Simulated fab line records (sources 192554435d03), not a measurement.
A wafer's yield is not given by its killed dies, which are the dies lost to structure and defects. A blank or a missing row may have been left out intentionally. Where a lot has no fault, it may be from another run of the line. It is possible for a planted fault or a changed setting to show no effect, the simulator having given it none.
Check of tool commonality    flow n5 finfet    10 lots, 30 wafers sampled

== REASON IT WAS OPENED ==
Of 10 lots, 2 have the reading CJ_P flagged at N5_BEOL_M4_RC_MEAS_101. No-fault wafers: 5.77, standard deviation 0.22.
Rule: a lot is flagged when every wafer of it that has a number lies more than 4 standard deviations from that mean, or none has a number. The other lots count as sound.

lot   measured      on         CJ_P, wafer by wafer  flag
L228  day 8 09:44   prober-02  5.66 5.76 5.72        
L225  day 8 10:06   prober-01  5.78 5.53 5.29        
L231  day 9 08:45   prober-01  5.68 6.06 5.94        
L235  day 10 21:30  prober-01  5.96 5.31 5.70        
L237  day 10 21:58  prober-02  5.85 5.61 5.96        
L238  day 11 15:01  prober-01  6.07 6.12 6.20        
L239  day 11 21:53  prober-02  5.75 5.63 6.10        
L241  day 12 02:13  prober-01  7.40 7.51 6.88        FLAGGED
L243  day 12 10:33  prober-01  6.80 7.53 7.59        FLAGGED
L240  day 12 17:39  prober-01  5.80 5.93 5.88        
The numbers of the flagged lots are 7.29 on average: +1.52 against the usual, or +7 standard deviations.

== TOOL THAT RAN EACH LOT ==
2 process steps preceding the reading are held in the record, out of 1938 steps in the route. Read each cell as the tool, then ch plus the chambers that the sampled wafers visited, then the start.
lot   flag     N5_ZERO_LAYER_STRIP_24               N5_WELL_APT_IMPLANT_15
L228           plasma asher-01 ch 0,1, day 2 06:55  implanter-01 ch 0, day 2 08:11
L225           plasma asher-02 ch 0,1, day 1 12:53  implanter-02 ch 0, day 1 14:30
L231           plasma asher-01 ch 0,1, day 3 01:05  implanter-02 ch 0, day 3 02:31
L235           plasma asher-01 ch 0,1, day 4 01:25  implanter-02 ch 0, day 4 02:35
L237           plasma asher-02 ch 0,1, day 4 12:59  implanter-02 ch 0, day 4 14:17
L238           plasma asher-01 ch 0,1, day 4 19:01  implanter-01 ch 0, day 4 20:12
L239           plasma asher-01 ch 0,1, day 5 00:53  implanter-02 ch 0, day 5 06:17
L241  FLAGGED  plasma asher-02 ch 0,1, day 5 13:14  implanter-02 ch 0, day 5 14:25
L243  FLAGGED  plasma asher-01 ch 0,1, day 6 00:56  implanter-02 ch 0, day 6 01:59
L240           plasma asher-02 ch 0,1, day 5 06:54  implanter-01 ch 0, day 5 08:18
What is done by these steps:
- N5_ZERO_LAYER_STRIP_24: strips in O2.
- N5_WELL_APT_IMPLANT_15
- N5_BEOL_M4_RC_MEAS_101

== FLAGGED AGAINST TOTAL, ONE TOOL AT A TIME (gauges that did the reading follow at the end) ==
step                    tool             lots run  flagged  share of the flagged lots  sound lots run after its first flagged lot
N5_ZERO_LAYER_STRIP_24  plasma asher-01  6         1        some                       0
N5_ZERO_LAYER_STRIP_24  plasma asher-02  4         1        some                       0
N5_WELL_APT_IMPLANT_15  implanter-01     3         0        none                       -
N5_WELL_APT_IMPLANT_15  implanter-02     7         2        all                        0
N5_BEOL_M4_RC_MEAS_101  prober-01        7         2        all                        1 (L240)
N5_BEOL_M4_RC_MEAS_101  prober-02        3         0        none                       -

== THE TABLE: WHAT IT ALLOWS ==
Every flagged lot went through 2 rows of the table: implanter-02 at N5_WELL_APT_IMPLANT_15 and prober-01 at N5_BEOL_M4_RC_MEAS_101.
- implanter-02 at N5_WELL_APT_IMPLANT_15: 2 of its 7 lots flagged. Last sound lot L239 at day 5 06:17, first flagged lot L241 at day 5 14:25; a fault beginning in between fits. Its own readings lie more than 4 standard deviations out on every wafer of the flagged lots: dose ions cm2, faraday current uA.
- prober-01 at N5_BEOL_M4_RC_MEAS_101: 2 of its 7 lots flagged. Lots that were sound ran on it after the first flagged one (L240); a persistent fault on the entire tool would not allow that.
implanter-02 at N5_WELL_APT_IMPLANT_15 is the single tool remaining.

== WHAT HAD BEEN PUT IN BY THE SIMULATOR ==
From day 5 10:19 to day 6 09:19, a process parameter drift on implanter-02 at N5_WELL_APT_IMPLANT_15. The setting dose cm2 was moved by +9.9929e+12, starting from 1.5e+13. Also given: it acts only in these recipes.
Lots struck among those shown: L241, L243. The rule above reached the same finding.
